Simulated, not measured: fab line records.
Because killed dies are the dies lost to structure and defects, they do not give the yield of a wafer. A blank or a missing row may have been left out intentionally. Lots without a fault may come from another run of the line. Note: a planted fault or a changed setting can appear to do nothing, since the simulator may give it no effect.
fab line records ; flow n5Finfet ; part 2 of 2: steps 10 to 10 of 10
record: lots: 6; wafers: 18; lastDay: 16
route steps=1938 shown BEOL_M4@1111 BEOL_M6@1215 BEOL_M15@1830 PASSIVATION@1936
lots that met no fault: from a run of the same line without faults
startH: start of the lot's first displayed wafer, in hours after the record's first day ; waitH: hours from the lot's prior step to this one ; " unchanged from the row above ; L1.1+2: one row covering several wafers at once ; - either no value or no given start ; * or withheld: withheld ; < > ~ a bound
route shown NAME@n: names a module that has steps shown in the file, with the first one's number in the route ; usual: mean/standard deviation of fault-free wafers ; same: alike in all rows ; chamber/n: place in a boat ; sites: readings site by site ; _std_site: how widely they spread, as a standard deviation ; _edge_site: inner sites' mean taken away from outer sites' mean ; radiusMm: how far each site lies from the wafer's centre ; mask NAME#n: copy n ; behind: the last tool/chamber to shape the wafer ; hold: why the lot went on hold/how many hours it stayed there/how the hold came to an end ; device: names the non-switching transistor (n, p or np) ; end of line: the route-end tests of the same wafers ; a step without rows: its recipe alone ; killed: dies that structure and defects cost at the first sort, which is not the same as the wafer's yield ; map: per-die view of a wafer (x killed, . not killed, _ where there is no die)
set.NAME: the setting that was run; set.NAME@STEP: the one run at that earlier step ; model.NAME: the simulator's own value behind a step, which no gauge read
one table for each step of the route and one row for each wafer, over a sample of lots
services: a tool's chamber out of use, with start hour (startH, from the record's first day; less than 0 if before it), hours out, and reason
== steps ==
step: N5_PASSIVATION_PROBE_49
usual: defectLimitedYield: 91.0/1.5; killed_at_M0_to_M3: 35/11; killed_at_M4_up: 13/6; killedAtContacts: 14/6.5; killedAtFrontEnd: 40/12; killedAtOther: 4/3.4; killedDies: 106/18; killedOpen: 68/14; killedShort: 35/7.7; sort_bin_5_function: 5.2/0.98; sort_bin_6_memory: 3.4/0.72; sort_bin_8_speed: 0.02/0.24; sortNPass: 1074/18
same: grossDies: 1180; killedAtBackSide: 0; sort_bin_4_leakage[%]: 0
lot.wafer;tool;chamber;startH;waitH;defectLimitedYield[%];killed_at_M0_to_M3;killed_at_M4_up;killedAtContacts;killedAtFrontEnd;killedAtOther;killedDies;killedOpen;killedShort;sort_bin_5_function[%];sort_bin_6_memory[%];sort_bin_8_speed[%];sortNPass
L405.1;prober-02;-;289.74;0.0;90.2;35;21;8;49;3;116;69;39;6.8;2.9;0;1064
L405.3;prober-02;-;289.84;0.1;90.2;42;12;8;48;6;116;78;36;6.1;3.2;0;1064
L405.4;prober-02;-;289.89;0.2;89.8;37;16;16;49;2;120;83;34;6.4;3.5;0;1060
L415.1;prober-02;-;337.74;0.0;93.6;19;6;12;35;4;76;48;28;3.7;2.5;0;1104
L415.5;prober-02;-;337.94;0.2;94.7;18;11;8;21;4;62;30;29;3.1;1.8;0;1118
L415.6;prober-02;-;337.99;0.3;91.1;33;12;8;34;18;105;57;43;4.9;3.5;0;1075
L416.2;prober-02;-;352.08;0.1;93.1;22;16;10;24;9;81;48;28;3.6;2.5;0.34;1099
L416.3;prober-02;-;352.13;0.1;94.0;18;9;11;31;2;71;46;24;3.6;2.3;0;1109
L416.4;prober-02;-;352.18;0.2;93.1;18;27;9;23;5;82;41;23;3.3;1.9;1.44;1098
L419.1;prober-01;-;366.52;0.0;92.7;33;18;10;23;2;86;58;25;4.6;2.5;0;1094
L419.2;prober-01;-;366.57;0.1;90.0;30;31;14;42;1;118;63;35;5.2;2.8;1.53;1062
L419.5;prober-01;-;366.72;0.2;91.6;31;21;7;38;2;99;59;31;3.7;3.7;0.68;1081
L418.1;prober-02;-;366.57;0.0;90.8;30;23;14;40;1;108;77;29;5.2;3.6;0;1072
L418.5;prober-02;-;366.77;0.2;90.6;35;20;12;44;0;111;72;39;4.7;4.2;0;1069
L418.6;prober-02;-;366.82;0.3;89.4;23;28;17;54;3;125;74;49;6.6;3.7;0;1055
L424.3;prober-01;-;382.26;0.1;92.5;34;10;11;31;3;89;55;28;4.7;2.5;0;1091
L424.5;prober-01;-;382.36;0.2;90.6;42;11;12;37;9;111;75;33;6.0;3.2;0;1069
L424.6;prober-01;-;382.41;0.3;93.2;22;11;18;26;3;80;45;30;3.5;3.0;0;1100
killed by level:class
L405.1 STI_FIN_REVEAL:geometricParticle:open=14 FIN_SAQP:geometricParticle:short=10 BEOL_M3:geometricParticle:open=9 FIN_SAQP:geometricParticle:open=8 MOL_CONTACT_COAG:geometricParticle:open=7 BEOL_M2:geometricParticle:open=5 BEOL_M0_SAQP:geometricParticle:short=5 STARTING-WAFER:geometricParticle:short=5
L405.3 STI_FIN_REVEAL:geometricParticle:open=21 BEOL_M2:geometricParticle:open=11 FIN_SAQP:geometricParticle:short=9 BEOL_M0_SAQP:geometricParticle:open=8 STI_FIN_REVEAL:geometricParticle:short=6 BEOL_M1:geometricParticle:open=6 BEOL_M3:geometricParticle:open=6 MOL_CONTACT_COAG:geometricParticle:open=5
L405.4 STI_FIN_REVEAL:geometricParticle:open=16 MOL_CONTACT_COAG:geometricParticle:open=12 FIN_SAQP:geometricParticle:open=10 BEOL_M3:geometricParticle:open=9 FIN_SAQP:geometricParticle:short=7 BEOL_M2:geometricParticle:open=7 BEOL_M0_SAQP:geometricParticle:short=6 BEOL_M0_SAQP:geometricParticle:open=6
L415.1 STI_FIN_REVEAL:geometricParticle:open=9 DUMMY_GATE:geometricParticle:open=8 MOL_CONTACT_COAG:geometricParticle:open=8 BEOL_M0_SAQP:geometricParticle:short=6 FIN_SAQP:geometricParticle:open=4 FIN_SAQP:geometricParticle:short=4 BEOL_M2:geometricParticle:open=4 MOL_CONTACT_COAG:geometricParticle:short=4
L415.5 MOL_CONTACT_COAG:geometricParticle:open=6 BEOL_M4:geometricParticle:short=5 FIN_SAQP:geometricParticle:short=4 DUMMY_GATE:geometricParticle:open=4 BEOL_M2:geometricParticle:open=4 STARTING-WAFER:geometricParticle:short=4 BEOL_M0_SAQP:geometricParticle:open=3 BEOL_M0_SAQP:geometricParticle:short=3
L415.6 FIN_SAQP:geometricParticle:short=9 MIM_TOP_ETCH:geometricParticle:short=9 BEOL_M1:geometricParticle:open=9 MOL_CONTACT_COAG:geometricParticle:open=7 FIN_SAQP:geometricParticle:open=6 BEOL_M0_SAQP:geometricParticle:short=6 MIM_TOP_ETCH:geometricParticle:open=6 BEOL_M0_SAQP:geometricParticle:open=5
L416.2 MOL_CONTACT_COAG:geometricParticle:open=7 STI_FIN_REVEAL:geometricParticle:open=6 BEOL_M3:geometricParticle:open=6 ILD0:geometricParticle:open=4 ILD0:geometricParticle:short=4 BEOL_M1:geometricParticle:open=4 BEOL_M1:geometricParticle:short=4 BEOL_M5:geometricParticle:open=4
L416.3 MOL_CONTACT_COAG:geometricParticle:open=7 STARTING-WAFER:geometricParticle:open=7 DUMMY_GATE:geometricParticle:open=4 GATE_CUT:geometricParticle:short=4 MOL_CONTACT_COAG:geometricParticle:short=4 BEOL_M2:geometricParticle:open=4 BEOL_M3:geometricParticle:open=4 FIN_SAQP:geometricParticle:open=3
L416.4 BEOL_M6:areaEcd=17 BEOL_M0_SAQP:geometricParticle:open=8 DUMMY_GATE:geometricParticle:open=6 MOL_CONTACT_COAG:geometricParticle:open=6 FIN_SAQP:geometricParticle:short=4 BEOL_M1:geometricParticle:open=4 STI_FIN_REVEAL:geometricParticle:open=3 MOL_CONTACT_COAG:geometricParticle:short=3
L419.1 BEOL_M0_SAQP:geometricParticle:open=10 MOL_CONTACT_COAG:geometricParticle:open=9 BEOL_M1:geometricParticle:open=8 BEOL_M0_SAQP:geometricParticle:short=6 STI_FIN_REVEAL:geometricParticle:open=5 BEOL_M6:geometricParticle:open=4 BEOL_M5:geometricParticle:open=4 STARTING-WAFER:geometricParticle:short=4
L419.2 BEOL_M6:areaEcd=18 STI_FIN_REVEAL:geometricParticle:open=12 MOL_CONTACT_COAG:geometricParticle:open=8 DUMMY_GATE:geometricParticle:open=7 BEOL_M1:geometricParticle:open=7 BEOL_M0_SAQP:geometricParticle:short=7 MOL_CONTACT_COAG:geometricParticle:short=6 BEOL_M0_SAQP:geometricParticle:open=6
L418.1 MOL_CONTACT_COAG:geometricParticle:open=12 BEOL_M1:geometricParticle:open=12 DUMMY_GATE:geometricParticle:open=9 BEOL_M4:geometricParticle:open=7 STI_FIN_REVEAL:geometricParticle:open=6 FIN_SAQP:geometricParticle:open=4 STI_FIN_REVEAL:geometricParticle:short=4 DUMMY_GATE:geometricParticle:short=4
L419.5 STI_FIN_REVEAL:geometricParticle:open=11 BEOL_M3:geometricParticle:open=9 BEOL_M0_SAQP:geometricParticle:open=8 BEOL_M6:areaEcd=8 MOL_CONTACT_COAG:geometricParticle:open=7 BEOL_M5:geometricParticle:open=6 FIN_SAQP:geometricParticle:short=5 GATE_CUT:geometricParticle:short=5
L418.5 FIN_SAQP:geometricParticle:open=11 MOL_CONTACT_COAG:geometricParticle:open=9 BEOL_M1:geometricParticle:open=9 STI_FIN_REVEAL:geometricParticle:open=8 FIN_SAQP:geometricParticle:short=6 BEOL_M0_SAQP:geometricParticle:short=6 BEOL_M8:geometricParticle:open=6 BEOL_M3:geometricParticle:open=5
L418.6 FIN_SAQP:geometricParticle:short=17 MOL_CONTACT_COAG:geometricParticle:open=13 BEOL_M4:geometricParticle:open=11 STI_FIN_REVEAL:geometricParticle:open=8 GATE_CUT:geometricParticle:open=7 BEOL_M0_SAQP:geometricParticle:open=7 BEOL_M4:geometricParticle:short=6 BEOL_M3:geometricParticle:open=5
L424.3 BEOL_M0:geometricParticle:open=8 BEOL_M2:geometricParticle:open=7 MOL_CONTACT_COAG:geometricParticle:open=6 BEOL_M0_SAQP:geometricParticle:short=4 BEOL_M0_SAQP:geometricParticle:open=4 BEOL_M3:geometricParticle:open=4 FIN_SAQP:geometricParticle:short=3 DUMMY_GATE:geometricParticle:open=3
L424.5 STI_FIN_REVEAL:geometricParticle:open=9 MOL_CONTACT_COAG:geometricParticle:open=9 BEOL_M2:geometricParticle:open=9 BEOL_M0_SAQP:geometricParticle:open=8 BEOL_M1:geometricParticle:open=8 DUMMY_GATE:geometricParticle:open=6 BEOL_M0_SAQP:geometricParticle:short=5 BEOL_M1:geometricParticle:short=5
L424.6 MOL_CONTACT_COAG:geometricParticle:open=14 BEOL_M0_SAQP:geometricParticle:short=6 BEOL_M0:geometricParticle:open=5 BEOL_M4:geometricParticle:open=5 DUMMY_GATE:geometricParticle:open=4 ILD0:geometricParticle:short=4 MOL_CONTACT_COAG:geometricParticle:short=4 STI_FIN_REVEAL:geometricParticle:open=3
== services ==
tool;chamber;startH;hours;kind
rieDiel-04;3;174.05;-;clean
rieDiel-04;3;174.05;-;consumableReplace:focusRing
rieDiel-04;3;174.05;32.0;scheduledDown
rieDiel-04;3;174.05;32.0;ventCycle
rieDiel-02;-;176.27;14.6;pm
rieDiel-04;0;192.97;14.7;repair
rieMetal-02;1;198.86;9.7;repair
rieDiel-01;3;242.29;6.0;repair
rieMetal-03;0;261.91;-;clean
rieMetal-03;0;261.91;17.3;scheduledDown
rieMetal-03;0;261.91;17.3;ventCycle
rieDiel-01;1;269.22;5.2;repair
rieDiel-01;-;280.26;14.6;pm
== key ==
firstSign: step: N5_BEOL_M6_TRENCH_ETCH_37; reading: oesProductAu; direction: down; sigmas: 1.8; usual: 0.78; struck: 0.62
effect: step: N5_BEOL_M6_OCD_MEAS_38; reading: trenchDepthNm; direction: down; sigmas: 19; usual: 93.6; struck: 65.3
effect: step: N5_BEOL_M6_THK_MEAS_53; reading: M6_THK; direction: down; sigmas: 15; usual: 81.5; struck: 52.8
effect: step: N5_BEOL_M6_RS_MEAS_57; reading: M6_RS; direction: up; sigmas: 24; usual: 0.290; struck: 0.488
effect: step: N5_BEOL_M15_RC_MEAS_101; reading: SERP_M6; direction: up; sigmas: 16; usual: 14.0; struck: 23.0
effect: step: N5_PASSIVATION_PROBE_49; reading: sort_bin_8_speed; direction: up; sigmas: 4.1; usual: 0.02; struck: 1.00; wafersMoved: 3
metAt N5_BEOL_M6_TRENCH_ETCH_37
struckLots L416,L419
struckWafers L416.2,L416.4,L419.2,L419.5
notActingAt N5_BEOL_M6_HM_OPEN_17,N5_BEOL_M6_ETCH_72,N5_BEOL_M6_ETCH_66
onsetBetween 253.53 265.60
fault: kind: processParameterDrift; tool: rieDiel-02; chamber: -; onsetH: 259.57; steps: N5_BEOL_M6_TRENCH_ETCH_37; channel: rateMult; offset: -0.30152; shape: step; endH: 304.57; scope: struckWafersOnly
